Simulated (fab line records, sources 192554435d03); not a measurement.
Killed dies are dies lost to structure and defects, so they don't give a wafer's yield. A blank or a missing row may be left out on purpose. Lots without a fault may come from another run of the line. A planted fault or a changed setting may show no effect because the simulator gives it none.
Chamber matching | flow n5_finfet | N5_BEOL_M0_SAQP_ETCH_101 on rie_diel-03: 4 sister chambers
The step etches SiNx in CH3F/O2, target depth 29.9 nm, time 42.7 s. 8 wafers are shown with their chamber, then 8 later ones without.

WAFERS WITH THEIR CHAMBER
wafer  | chamber | showerhead_plenum_p_Torr (Torr) | drypump_motor_current_A (A)
L077.5 | 1       | 1.91                            | 5.6
L079.1 | 3       | 1.91                            | 5.5
L079.2 | 2       | 1.98                            | 6.5
L079.3 | 0       | 2.03                            | 5.9
L086.3 | 1       | 1.90                            | 5.6
L086.4 | 3       | 1.91                            | 5.5
L086.6 | 0       | 2.03                            | 5.8
L093.2 | 2       | 1.97                            | 6.5

WAFERS WITHOUT THEIR CHAMBER
wafer  | showerhead_plenum_p_Torr (Torr) | drypump_motor_current_A (A)
L093.4 | 2.02                            | 5.8
L093.6 | 2.02                            | 5.8
L094.2 | 2.02                            | 5.9
L094.3 | 1.90                            | 5.5
L094.5 | 1.90                            | 5.6
L095.1 | 2.02                            | 5.9
L095.4 | 2.02                            | 5.8
L095.6 | 1.97                            | 6.5

WHICH CHAMBER EACH WENT THROUGH
wafer  | from the rows above     | in truth
L093.4 | 0                       | 0
L093.6 | 0                       | 0
L094.2 | 0                       | 0
L094.3 | can't be placed: 3 or 1 | 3
L094.5 | 1                       | 1
L095.1 | 0                       | 0
L095.4 | 0                       | 0
L095.6 | 2                       | 2
Placed correctly: 7 of 8. Can't be placed from these rows: 1 (the true chamber is among the candidates in 1). Placed wrongly: 0.
How it was worked out, from the rows above alone: a wafer's distance from a chamber is the root of the sum, over the readings, of the square of ((its reading less the chamber's mean) divided by the reading's scatter). The wafer belongs to the nearest chamber; if the next one is less than 2 further off, it can't be placed. A chamber's mean is the mean of its shown wafers. The scatter: the root of (the sum of the squares of (reading less its chamber's mean) over the shown wafers, divided by (wafers less chambers)).
